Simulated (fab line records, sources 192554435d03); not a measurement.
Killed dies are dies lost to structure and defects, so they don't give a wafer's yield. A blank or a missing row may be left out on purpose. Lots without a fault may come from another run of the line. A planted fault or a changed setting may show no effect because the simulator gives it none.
Which tool did it? | flow n5_finfet | 24 lots, 72 wafers sampled, at 2 steps of a route of 1938

WHAT THE GAUGES READ, wafer by wafer
N5_BEOL_M6_CD_MEAS_11: target cd 38.5 nm. Usual: cd_nm 38.4 nm, standard deviation 0.38.
lot  | measured     | on        | cd_nm (nm)     | flag
L074 | day 10 09:17 | cd_sem-03 | 37.5 38.5 38.7 |
L075 | day 11 01:10 | cd_sem-01 | 38.0 38.5 38.5 |
L077 | day 11 08:29 | cd_sem-01 | 38.7 38.8 38.3 |
L078 | day 11 16:29 | cd_sem-03 | 38.3 38.8 38.2 |
L076 | day 11 16:38 | cd_sem-03 | 38.4 38.2 38.7 |
L079 | day 12 01:19 | cd_sem-01 | 39.4 38.8 39.7 |
L081 | day 12 06:36 | cd_sem-01 | 38.8 39.0 38.5 |
L082 | day 12 09:50 | cd_sem-02 | 38.2 37.6 38.3 |
L080 | day 12 10:09 | cd_sem-02 | 38.2 38.5 38.6 |
L083 | day 12 14:12 | cd_sem-02 | 38.3 38.2 38.2 |
L084 | day 12 15:46 | cd_sem-01 | 38.3 38.1 38.7 |
L085 | day 13 15:28 | cd_sem-01 | 38.0 38.1 38.4 |
L086 | day 13 16:28 | cd_sem-01 | 38.3 38.4 38.5 |
L087 | day 13 16:54 | cd_sem-03 | 38.3 38.4 37.7 |
L088 | day 13 17:46 | cd_sem-02 | 38.5 38.3 38.2 |
L089 | day 14 14:53 | cd_sem-03 | 38.4 38.5 38.5 |
L090 | day 15 01:13 | cd_sem-01 | 37.5 38.4 38.7 |
L093 | day 15 04:05 | cd_sem-02 | 37.9 38.0 38.6 |
L092 | day 15 03:55 | cd_sem-01 | 38.5 38.9 38.7 |
L091 | day 15 11:55 | cd_sem-03 | 38.5 37.7 37.8 |
L096 | day 16 12:48 | cd_sem-01 | 38.8 38.7 38.0 |
L095 | day 16 19:32 | cd_sem-02 | 38.3 38.2 38.4 |
L094 | day 16 22:35 | cd_sem-01 | 38.3 38.8 38.3 |
L097 | day 16 22:47 | cd_sem-01 | 37.9 38.5 38.6 |

WHICH TOOL RAN EACH LOT (tool, then ch and the chambers of the sampled wafers, then the start)
lot  | N5_BEOL_M5_CO_CAP_78
L074 | cvd_co-02 ch 0,1,2, day 10 06:09
L075 | cvd_co-01 ch 0,1,2, day 10 22:22
L077 | cvd_co-01 ch 1,2, day 11 07:04
L078 | cvd_co-01 ch 0,2, day 11 13:17
L076 | cvd_co-02 ch 1,2, day 11 13:20
L079 | cvd_co-01 ch 0,1,2, day 11 22:28
L081 | cvd_co-02 ch 0,1,2, day 12 04:15
L082 | cvd_co-02 ch 0,2, day 12 07:32
L080 | cvd_co-02 ch 0,1,2, day 12 08:07
L083 | cvd_co-02 ch 0,1,2, day 12 12:15
L084 | cvd_co-02 ch 0,1, day 12 13:05
L085 | cvd_co-01 ch 0,1,2, day 13 11:21
L086 | cvd_co-01 ch 0,1,2, day 13 15:10
L087 | cvd_co-02 ch 1,2, day 13 15:22
L088 | cvd_co-01 ch 0,2, day 13 15:46
L089 | cvd_co-02 ch 1,2, day 14 11:31
L090 | cvd_co-01 ch 1,2, day 14 23:21
L093 | cvd_co-01 ch 0,1, day 15 01:45
L092 | cvd_co-01 ch 0,2, day 15 01:52
L091 | cvd_co-01 ch 0,1,2, day 15 09:57
L096 | cvd_co-02 ch 0,1,2, day 16 09:44
L095 | cvd_co-01 ch 0,1, day 16 15:26
L094 | cvd_co-01 ch 0,1,2, day 16 19:44
L097 | cvd_co-02 ch 0,1,2, day 16 20:02
- N5_BEOL_M5_CO_CAP_78: material Co, precursor CCTBA/H2, target thk 2 nm, time 102.1 s.

WHAT THE TOOLS THEMSELVES READ (means of the sampled wafers that have a number; where no wafer has one, the mark that the record gives instead)
N5_BEOL_M5_CO_CAP_78. Usual: heater_power_w 235 W, standard deviation 21.
lot  | tool      | heater_power_w (W) | flag
L074 | cvd_co-02 | 237                |
L075 | cvd_co-01 | 233                |
L077 | cvd_co-01 | 241                |
L078 | cvd_co-01 | 233                |
L076 | cvd_co-02 | 228                |
L079 | cvd_co-01 | 238                |
L081 | cvd_co-02 | 236                |
L082 | cvd_co-02 | 217                |
L080 | cvd_co-02 | 237                |
L083 | cvd_co-02 | 240                |
L084 | cvd_co-02 | 246                |
L085 | cvd_co-01 | 232                |
L086 | cvd_co-01 | 233                |
L087 | cvd_co-02 | 230                |
L088 | cvd_co-01 | 226                |
L089 | cvd_co-02 | 233                |
L090 | cvd_co-01 | 242                |
L093 | cvd_co-01 | 231                |
L092 | cvd_co-01 | 233                |
L091 | cvd_co-01 | 233                |
L096 | cvd_co-02 | 235                |
L095 | cvd_co-01 | 239                |
L094 | cvd_co-01 | 238                |
L097 | cvd_co-02 | 233                |

THE ANSWER, worked out from the rows above alone
Rule: a lot is off if the mean of its wafers that have a number lies more than 3 standard deviations from the usual mean. A lot without any number at a reading at which 4 lots or more have one is off too. The other lots that the step has rows for count as sound. The gauges are gone through in route order, then the tools' own readings, and for those a lot's mean is taken as printed above. The first step at which some lot is off is used, and at that step the reading that is off furthest; a lot without a number counts as furthest.
No lot is off at any reading shown: from this, nothing can be told.

WHAT THE SIMULATOR HAD PUT IN
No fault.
